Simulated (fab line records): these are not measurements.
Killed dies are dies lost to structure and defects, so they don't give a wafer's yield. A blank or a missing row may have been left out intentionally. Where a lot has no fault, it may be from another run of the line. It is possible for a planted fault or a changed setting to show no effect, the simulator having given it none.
Comparing a struck lot with a sound one + flow n5_finfet + 15 out of 1938 route steps
Sound: the wafers L555.1, L555.4, L555.6. Struck: wafer L560.2. (L560.4 of the same lot was not struck and is left out.) The cause comes at the end.
Per side, at each step with rows, come the tool, then ch with its chambers, and then its first start. Under that, the readings that differ: sound wafers + struck wafers + difference of the means + sigmas: that difference in standard deviations of wafers without a fault.
alike: same words and numbers on both sides, and readings whose means sit less than 2 such deviations apart. not compared: any withheld reading, any reading some wafer has no value for, any bound like >300 that may hide the same value, and any number with overlapping values for which the record gives no deviation.
A row with sigmas, a row that says differs or no value, or rows on one side alone: a step with any of these is where the two part. When numbers do not overlap yet have no deviation, they are printed without sigmas and do not part them. A reading that every wafer of one side lacks parts them only if that side has two wafers or more.

first, 7 steps without rows for these wafers: N5_BEOL_M10_COAT_64 (time 60 s, resist thk 30 nm); N5_BEOL_M10_COAT_22 (resist thk 90 nm); N5_BEOL_M10_EBR_24; N5_BEOL_M10_SOFTBAKE_23 (time 60 s); N5_BEOL_M10_EXPOSE_25 (exposes mask V9); N5_BEOL_M10_PEB_26 (peb time 60 s); N5_BEOL_M10_DEVELOP_27 (develop time 30 s).
N5_BEOL_M10_CD_MEAS_28 targets a cd of 70 nm.
  sound on cd_sem-01 ch 0, day 11 20:20; struck on cd_sem-02 ch 0, day 12 13:07
  alike: cd_nm
N5_BEOL_M10_OVL_MEAS_29:
  sound on overlay-02 ch 0, day 11 20:22; struck on overlay-02 ch 0, day 12 13:08
  alike: V9_OVL
N5_BEOL_M10_INSPECT_30: inspects for defects (brightfield).
  sound on defect_inspect-01, day 11 20:25; struck on defect_inspect-02, day 12 13:10
  alike: raw_defect_count
N5_BEOL_M10_DESCUM_33: chemistry O2, time 7.9 s.
  sound on rie_diel-04 ch 0,1,3, day 11 20:28; struck on rie_diel-04 ch 3, day 12 13:12
| reading             | sound             | struck | difference | sigmas |
|---------------------|-------------------|--------|------------|--------|
| o2_flow_sccm (sccm) | 225.7 225.0 225.1 | 223.8  | -1.5       | -2     |
  alike: drypump_motor_current_A, oes_product_au, rf_vpp_V, showerhead_plenum_p_Torr, throttle_valve_pct
  not compared: rf_hours_counter_h
N5_BEOL_M10_ETCH_65: etches SiARC in CF4, target depth 39 nm, time 65 s.
  sound on rie_diel-04 ch 0,1,3, day 11 20:29; struck on rie_diel-04 ch 3, day 12 13:14
| reading              | sound           | struck | difference | sigmas |
|----------------------|-----------------|--------|------------|--------|
| cf4_flow_sccm (sccm) | 100.2 99.7 99.7 | 100.6  | +0.7       | +2     |
  alike: drypump_motor_current_A, etch_rf_on_time_s, oes_product_au, rf_vpp_V, showerhead_plenum_p_Torr, throttle_valve_pct
  not compared: rf_hours_counter_h
N5_BEOL_M10_ETCH_66: etches SOC in N2/H2, target depth 120 nm, overetch 24 nm, time 180 s.
  sound on rie_diel-04 ch 0,1,3, day 11 20:32; struck on rie_diel-04 ch 3, day 12 13:17
| reading                                     | sound        | struck | difference | sigmas |
|---------------------------------------------|--------------|--------|------------|--------|
| model.SiARC_of_BEOL_M10_COAT_64.thk_nm (nm) | 23 22.8 22.4 | 23.8   | +1.1       |        |
  alike: drypump_motor_current_A, oes_product_au, rf_vpp_V, showerhead_plenum_p_Torr, throttle_valve_pct
  not compared: rf_hours_counter_h
then, 1 step without rows for these wafers: N5_BEOL_M10_STRIP_69 (strips in N2/H2).
-- the record jumps here: 2 days lie between the struck wafers' starts before and after (it left off in module BEOL_M10 and takes up again in module PASSIVATION, whose first step shown is number 1936 of the route) --
N5_PASSIVATION_PROBE_49:
  sound on prober-02, day 13 21:56; struck on prober-02, day 15 00:24
| reading         | sound    | struck | difference | sigmas |
|-----------------|----------|--------|------------|--------|
| killed_at_M4_up | 15 25 18 | 10     | -9         | -2     |
  alike: defect_limited_yield, killed_at_M0_to_M3, killed_at_contacts, killed_at_front_end, killed_at_other, killed_dies, killed_on_rim, killed_open, killed_short, sort_bin_4_leakage, sort_bin_5_function, sort_bin_6_memory, sort_bin_8_speed, sort_n_pass, sort_yield_pct

== WHERE THEY PART ==
Earliest at N5_BEOL_M10_DESCUM_33; latest, in this record, at N5_PASSIVATION_PROBE_49.

WHY: what had been put in by the simulator
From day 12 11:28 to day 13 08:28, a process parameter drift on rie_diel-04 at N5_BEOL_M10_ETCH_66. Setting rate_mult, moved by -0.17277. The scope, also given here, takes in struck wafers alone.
